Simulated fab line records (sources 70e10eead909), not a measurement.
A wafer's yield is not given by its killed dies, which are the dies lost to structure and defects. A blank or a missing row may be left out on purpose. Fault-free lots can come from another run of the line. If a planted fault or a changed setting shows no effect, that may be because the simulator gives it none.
Which tool is to blame? | flow nand harc | 24 lots with 72 wafers sampled at 5 steps, on a route of 1159 steps

## WHAT THE GAUGES SHOWED, per wafer
NHARC_P_BONDPAD_CD_MEAS_13.
lot  | measured     | on        | cd nm (nm)
L074 | day 6 04:43  | cd sem-01 | 497.9 497.7 499.0
L075 | day 6 18:13  | cd sem-02 | 498.1 498.8 500.3
L076 | day 6 18:49  | cd sem-02 | 502.3 500.8 496.6
L077 | day 6 19:58  | cd sem-03 | 502.8 499.2 502.9
L078 | day 7 05:58  | cd sem-02 | 499.9 499.2 495.6
L079 | day 7 06:35  | cd sem-03 | 502.7 497.0 496.5
L080 | day 7 23:36  | cd sem-02 | 497.0 496.7 500.3
L081 | day 8 01:05  | cd sem-01 | 498.3 497.5 499.2
L082 | day 8 08:40  | cd sem-02 | 500.2 495.2 499.7
L083 | day 9 02:45  | cd sem-03 | 497.0 498.6 495.2
L085 | day 9 11:20  | cd sem-01 | 499.1 494.2 500.1
L084 | day 9 16:14  | cd sem-02 | 499.0 501.1 497.1
L088 | day 9 16:57  | cd sem-02 | 492.4 497.7 499.6
L086 | day 9 18:28  | cd sem-02 | 501.1 498.4 500.3
L087 | day 9 23:15  | cd sem-03 | 495.1 497.6 494.9
L089 | day 10 08:43 | cd sem-01 | 495.8 497.8 501.4
L090 | day 10 09:31 | cd sem-03 | 501.3 495.5 500.7
L091 | day 10 14:55 | cd sem-01 | 499.3 502.0 500.6
L093 | day 10 17:46 | cd sem-02 | 495.4 501.1 497.7
L092 | day 10 19:52 | cd sem-01 | 500.7 501.1 502.1
L095 | day 11 17:58 | cd sem-03 | 495.9 496.6 495.0
L094 | day 11 18:50 | cd sem-03 | 500.6 497.5 497.0
L097 | day 11 20:49 | cd sem-03 | 497.8 498.9 500.4
L096 | day 11 21:31 | cd sem-03 | 499.0 500.1 501.8

NHARC_A_ZERO_WELL_INSPECT_17.
lot  | measured     | on                | raw defect count
L074 | day 6 09:50  | defect inspect-02 | 11 11 13
L075 | day 6 23:25  | defect inspect-02 | 16 30 20
L076 | day 6 23:58  | defect inspect-02 | 9 8 15
L077 | day 7 01:08  | defect inspect-02 | 10 10 11
L078 | day 7 11:04  | defect inspect-02 | 8 7 20
L079 | day 7 11:40  | defect inspect-01 | 5 3 3
L080 | day 8 04:38  | defect inspect-02 | 11 5 12
L081 | day 8 05:58  | defect inspect-02 | 15 8 10
L082 | day 8 13:39  | defect inspect-01 | 26 39 24
L083 | day 9 07:54  | defect inspect-02 | 15 3 5
L085 | day 9 16:26  | defect inspect-01 | 1 8 9
L084 | day 9 21:19  | defect inspect-01 | 8 16 14
L088 | day 9 22:00  | defect inspect-02 | 9 13 12
L086 | day 9 23:26  | defect inspect-01 | 8 11 7
L087 | day 10 04:22 | defect inspect-02 | 11 17 14
L089 | day 10 13:45 | defect inspect-01 | 17 9 5
L090 | day 10 14:33 | defect inspect-02 | 8 5 1
L091 | day 10 19:58 | defect inspect-01 | 6 5 14
L093 | day 10 22:47 | defect inspect-01 | 5 14 11
L092 | day 11 00:50 | defect inspect-02 | 11 11 18
L095 | day 11 23:04 | defect inspect-01 | 10 9 17
L094 | day 11 23:46 | defect inspect-02 | 9 8 6
L097 | day 12 01:52 | defect inspect-01 | 14 8 6
L096 | day 12 02:37 | defect inspect-01 | 18 10 13

NHARC_A_CHANNEL_HOLE_D1_CD_MEAS_18.
lot  | measured     | on        | cd nm (nm)
L074 | day 8 03:24  | cd sem-01 | 97 92 99
L075 | day 8 16:51  | cd sem-03 | 89 101 92
L076 | day 8 18:16  | cd sem-02 | 100 98 99
L077 | day 8 18:42  | cd sem-01 | 95 100 98
L078 | day 9 02:37  | cd sem-02 | 103 100 104
L079 | day 9 03:10  | cd sem-02 | 98 90 96
L080 | day 9 18:02  | cd sem-02 | 101 100 98
L081 | day 9 17:51  | cd sem-01 | 101 102 99
L082 | day 10 07:11 | cd sem-03 | 97 97 99
L083 | day 10 23:11 | cd sem-01 | 101 100 102
L085 | day 11 11:46 | cd sem-03 | 98 94 101
L084 | day 11 11:24 | cd sem-03 | 102 99 104
L088 | day 11 12:51 | cd sem-03 | 99 103 103
L086 | day 11 14:22 | cd sem-01 | 100 103 103
L087 | day 11 17:58 | cd sem-01 | 94 97 97
L089 | day 12 04:28 | cd sem-03 | 104 106 102
L090 | day 12 04:07 | cd sem-02 | 100 102 93
L091 | day 12 10:38 | cd sem-01 | 99 104 97
L093 | day 12 09:56 | cd sem-01 | 92 102 96
L092 | day 12 14:31 | cd sem-01 | 101 104 96
L095 | day 13 13:29 | cd sem-02 | 96 96 102
L094 | day 13 17:29 | cd sem-01 | 100 99 100
L097 | day 13 16:26 | cd sem-01 | 99 101 95
L096 | day 13 14:43 | cd sem-02 | 100 99 101

## TOOL THAT RAN EACH LOT (tool first, then ch and the chambers of the sampled wafers, then the start)
lot  | NHARC_A_CHANNEL_HOLE_D1_DEP_00 | NHARC_A_CHANNEL_HOLE_D1_ETCH_16
L074 | acl dep-02 ch 0, day 7 23:27   | rie diel-03 ch 0,1,2, day 8 03:24 or earlier
L075 | acl dep-01 ch 0, day 8 12:52   | rie diel-03 ch 0,2, day 8 16:51 or earlier
L076 | acl dep-03 ch 0, day 8 14:38   | rie diel-06 ch 0,1,2, day 8 18:16 or earlier
L077 | acl dep-01 ch 0, day 8 15:28   | rie diel-01 ch 1,2, day 8 18:42 or earlier
L078 | acl dep-02 ch 0, day 8 22:58   | rie diel-01 ch 0,2, day 9 02:37 or earlier
L079 | acl dep-03 ch 0, day 8 23:04   | rie diel-03 ch 1,2,3, day 9 03:10 or earlier
L080 | acl dep-02 ch 0, day 9 14:02   | rie diel-01 ch 2,3, day 9 18:02 or earlier
L081 | acl dep-01 ch 0, day 9 14:16   | rie diel-06 ch 1,2,3, day 9 17:51 or earlier
L082 | acl dep-01 ch 0, day 10 03:28  | rie diel-01 ch 1,3, day 10 07:11 or earlier
L083 | acl dep-02 ch 0, day 10 18:53  | rie diel-01 ch 0,2, day 10 23:11 or earlier
L085 | acl dep-01 ch 0, day 11 07:55  | rie diel-06 ch 0,2,3, day 11 11:46 or earlier
L084 | acl dep-03 ch 0, day 11 07:18  | rie diel-03 ch 0,3, day 11 11:24 or earlier
L088 | acl dep-03 ch 0, day 11 08:55  | rie diel-01 ch 0,3, day 11 12:51 or earlier
L086 | acl dep-01 ch 0, day 11 10:27  | rie diel-03 ch 0,3, day 11 13:40
L087 | acl dep-03 ch 0, day 11 13:57  | rie diel-06 ch 0,1,2, day 11 17:58 or earlier
L089 | acl dep-03 ch 0, day 12 00:50  | rie diel-03 ch 0,1,3, day 12 04:28 or earlier
L090 | acl dep-01 ch 0, day 12 00:20  | rie diel-06 ch 1,2,3, day 12 04:07 or earlier
L091 | acl dep-02 ch 0, day 12 06:50  | rie diel-03 ch 0,1,2, day 12 10:38 or earlier
L093 | acl dep-03 ch 0, day 12 06:37  | rie diel-06 ch 1,2, day 12 09:56 or earlier
L092 | acl dep-02 ch 0, day 12 10:53  | rie diel-03 ch 1,2,3, day 12 14:31 or earlier
L095 | acl dep-02 ch 0, day 13 09:59  | rie diel-03 ch 0,2,3, day 13 13:29 or earlier
L094 | acl dep-02 ch 0, day 13 13:31  | rie diel-01 ch 1,2,3, day 13 17:29 or earlier
L097 | acl dep-03 ch 0, day 13 12:57  | rie diel-06 ch 0,1,2, day 13 16:26 or earlier
L096 | acl dep-03 ch 0, day 13 10:43  | rie diel-01 ch 0,1,2, day 13 14:43 or earlier
- NHARC_A_CHANNEL_HOLE_D1_DEP_00: deposits aC, target thk 3100 nm.
- NHARC_A_CHANNEL_HOLE_D1_ETCH_16: etches the open film in O2/COS, target depth 3100 nm, time 806 s.

## AS READ BY THE TOOLS THEMSELVES (means over the sampled wafers that have a number; for cases with no such wafer, the mark the record gives instead)
NHARC_A_CHANNEL_HOLE_D1_DEP_00.
lot  | tool       | throttle valve pct (%)
L074 | acl dep-02 | 35.008
L075 | acl dep-01 | 35.002
L076 | acl dep-03 | 35.001
L077 | acl dep-01 | 34.996
L078 | acl dep-02 | 34.996
L079 | acl dep-03 | 35.001
L080 | acl dep-02 | 35.003
L081 | acl dep-01 | 35.011
L082 | acl dep-01 | 34.999
L083 | acl dep-02 | 35.000
L085 | acl dep-01 | 35.009
L084 | acl dep-03 | 34.991
L088 | acl dep-03 | 35.000
L086 | acl dep-01 | 34.998
L087 | acl dep-03 | 35.013
L089 | acl dep-03 | 34.996
L090 | acl dep-01 | 34.993
L091 | acl dep-02 | 34.995
L093 | acl dep-03 | 35.004
L092 | acl dep-02 | 34.995
L095 | acl dep-02 | 34.995
L094 | acl dep-02 | 34.996
L097 | acl dep-03 | 35.010
L096 | acl dep-03 | 35.001

NHARC_A_CHANNEL_HOLE_D1_ETCH_16.
lot  | tool        | drypump motor current A (A) | o2 flow sccm (sccm) | oes product au (a.u.) | rf vpp V (V) | showerhead plenum p Torr (Torr) | throttle valve pct (%)
L074 | rie diel-03 | 5.4                         | 399.6               | 0.986                 | 315.4        | 3.21                            | 28.334
L075 | rie diel-03 | 5.7                         | 399.1               | 0.988                 | 313.9        | 3.12                            | 28.324
L076 | rie diel-06 | 5.5                         | 399.9               | 0.995                 | 314.7        | 3.18                            | 28.337
L077 | rie diel-01 | 5.6                         | 399.2               | 0.998                 | 314.3        | 3.12                            | 28.338
L078 | rie diel-01 | 6.2                         | 399.9               | 1.005                 | 316.7        | 3.27                            | 28.323
L079 | rie diel-03 | 5.4                         | 400.0               | 0.997                 | 313.8        | 3.12                            | 28.333
L080 | rie diel-01 | 5.8                         | 399.7               | 1.005                 | 313.9        | 3.11                            | 28.329
L081 | rie diel-06 | 5.5                         | 400.3               | 1.016                 | 315.0        | 3.15                            | 28.342
L082 | rie diel-01 | 5.6                         | 399.1               | 0.990                 | 313.7        | 3.12                            | 28.338
L083 | rie diel-01 | 6.0                         | 400.3               | 1.015                 | 315.3        | 3.19                            | 28.322
L085 | rie diel-06 | 5.5                         | 398.7               | 1.005                 | 314.8        | 3.19                            | 28.341
L084 | rie diel-03 | 5.9                         | 401.3               | 0.998                 | 313.3        | 3.07                            | 28.322
L088 | rie diel-01 | 6.0                         | 400.7               | 0.999                 | 315.2        | 3.19                            | 28.331
L086 | rie diel-03 | 6.0                         | 399.6               | 0.987                 | 314.5        | 3.15                            | 28.331
L087 | rie diel-06 | 5.5                         | 399.8               | 1.002                 | 314.5        | 3.18                            | 28.335
L089 | rie diel-03 | 5.5                         | 400.0               | 0.997                 | 315.5        | 3.18                            | 28.321
L090 | rie diel-06 | 5.5                         | 401.5               | 1.015                 | 314.9        | 3.15                            | 28.331
L091 | rie diel-03 | 5.4                         | 400.0               | 0.996                 | 316.3        | 3.21                            | 28.330
L093 | rie diel-06 | 5.4                         | 399.0               | 1.005                 | 315.3        | 3.20                            | 28.337
L092 | rie diel-03 | 5.3                         | 399.6               | 0.988                 | 314.2        | 3.12                            | 28.332
L095 | rie diel-03 | 5.8                         | 401.7               | 0.983                 | 313.6        | 3.09                            | 28.342
L094 | rie diel-01 | 5.7                         | 400.6               | 1.000                 | 313.4        | 3.12                            | 28.324
L097 | rie diel-06 | 5.5                         | 400.7               | 1.006                 | 314.1        | 3.18                            | 28.318
L096 | rie diel-01 | 5.9                         | 399.7               | 1.000                 | 315.2        | 3.20                            | 28.328

## THE ANSWER, worked out from the rows above alone
Rule: what is usual is taken from the lots themselves. Put in order of their means at a reading, lots are off if they are a third of the lots or fewer, leave a main group of 4 or more, and stand apart from it by a gap of 3 or more times the standard deviation of the main group's means; of several such gaps the widest counts. If all means in a main group match to the digits the tables above print for the reading, that group is not used. Also off: a lot with no number at a reading for which 4 or more lots have one. Any other lot the step has rows for is counted as sound. Order of review: gauges by route order, followed by the tools' own readings, for which a lot's mean as printed above is used. At the first step where some lot is off, the reading lying furthest off is the one used; lots without a number count as furthest.
Across all readings shown, no lot is off: no conclusion can be drawn from this.

## WHAT THE SIMULATOR PUT IN
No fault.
